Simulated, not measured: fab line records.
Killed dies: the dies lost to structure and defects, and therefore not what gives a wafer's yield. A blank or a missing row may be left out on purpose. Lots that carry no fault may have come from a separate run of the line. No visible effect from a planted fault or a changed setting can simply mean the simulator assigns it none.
Split-lot experiment -- flow n5_finfet -- 21 wafers read across 7 lots, on a route 1938 steps long

THE SPLIT
At N5_BEOL_M15_PEB_26 (peb time 90 s), the setting peb_time_s was moved away from the recipe's 90 s on 12 of the 21 wafers read, by -21.6% to +22.3%. All remaining wafers had this setting at the recipe value.

FROM THE SPLIT TO THE READING: what the file shows between them, 2 steps
- N5_BEOL_M15_DEVELOP_27: develop time 45 s
- N5_BEOL_M15_HARDBAKE_32: time 120 s

THE READING
cd_nm, in nm, at N5_BEOL_M15_CD_MEAS_28 (target cd 407.6 nm). On this fab line, fault-free wafers typically give 407.7 nm with a standard deviation of 1.9 nm.

wafer,"tool, chamber at the split","peb_time_s as run, s",against the recipe,"cd_nm, nm",against lot-mates on the recipe
L075.1,"litho_track-04, 0",110.1,+22.3%,414.7,+4.8
L075.3,"litho_track-04, 0",90,recipe,409.9,-
L075.4,"litho_track-04, 0",110.1,+22.3%,413.0,+3.1
L079.1,"litho_track-04, 0",103,+14.4%,411.7,+3.7
L079.3,"litho_track-04, 0",90,recipe,408.0,-
L079.5,"litho_track-04, 0",103,+14.4%,412.9,+4.9
L081.2,"litho_track-04, 0",90,recipe,408.9,-
L081.4,"litho_track-04, 0",90,recipe,408.1,-
L081.6,"litho_track-04, 0",78.99,-12.2%,405.9,-2.6
L083.1,"litho_track-04, 0",90,recipe,407.8,-
L083.4,"litho_track-04, 0",78.83,-12.4%,402.0,-5.8
L083.5,"litho_track-04, 0",78.83,-12.4%,403.2,-4.6
L087.1,"litho_track-05, 0",70.56,-21.6%,398.0,-9.4
L087.2,"litho_track-05, 0",70.56,-21.6%,397.4,-10.0
L087.3,"litho_track-05, 0",90,recipe,407.4,-
L085.1,"litho_track-05, 0",90,recipe,407.6,-
L085.2,"litho_track-05, 0",90,recipe,405.9,-
L085.6,"litho_track-05, 0",90,recipe,404.3,-
L097.1,"litho_track-04, 0",98.75,+9.7%,409.6,no lot-mate on the recipe
L097.3,"litho_track-04, 0",98.75,+9.7%,410.3,no lot-mate on the recipe
L097.5,"litho_track-04, 0",98.75,+9.7%,408.4,no lot-mate on the recipe

FIT RESULTS
A straight line over all 21 wafers: cd_nm changes by +0.341 nm for each +1% of peb_time_s; r = +0.94; the points scatter about the line by 1.6 nm.
The same after taking each lot's own level away (the mean of its wafers on the recipe; 18 wafers): +0.312 nm for each +1%; r = +0.94; scatter 1.6 nm.
According to that fit, moving peb_time_s by its largest amount changes the reading by 7 nm.
From 405.93 to 409.90 nm: that is the span of the lots' own levels, equal to 2.1 times the standard deviation above.
Hence the lot-to-lot level has little effect on the slope; both slopes agree.
Check: with one of the wafers moved furthest among these (+22.3%) left out of the fit, the line predicts +6.64 nm for it against its lot-mates. Against them it came out at +4.8 nm.

FURTHER SPLITS ON THESE WAFERS
Before the reading, these wafers also passed through other splits. Each is held against what the fit with the lots' levels taken away leaves over:
other split on the same wafers,wafers away from the commonest value,r with cd_nm (lot level and that fit taken away)
N5_BEOL_M11_COAT_59 spin_rpm,4,+0.47
N5_BEOL_M13_COAT_22 spin_rpm,6,-0.22
N5_BEOL_M14_PEB_26 peb_temp_c,3,-0.19
N5_BEOL_M14_TRENCH_ETCH_34 bias_w,3,-0.15
N5_BEOL_M15_COAT_56 spin_rpm,8,+0.54

THE WHOLE CHAIN: every reading that the file lists as answering this split, in the file's order
step,what it does,reading,change (the file's fit),r (the file's)
N5_BEOL_M15_CD_MEAS_28,target cd 407.6 nm,cd_nm,+0.307 nm for each +1% of the setting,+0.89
N5_BEOL_M15_DESCUM_33,"chemistry O2, time 7.9 s","BEOL_M15.cd_nm (the simulator's own value, which no gauge read)",+0.301 nm for each +1% of the setting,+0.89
N5_BEOL_M15_ETCH_61,"etches BARC in N2/H2, target depth 89 nm, overetch 26.7 nm, time 67.9 s","BEOL_M15.cd_nm (the simulator's own value, which no gauge read)",+0.38 nm for each +1% of the setting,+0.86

THE FILE'S OWN FIT
cd_nm changes by +0.307 nm for each +1% of peb_time_s, r = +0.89.
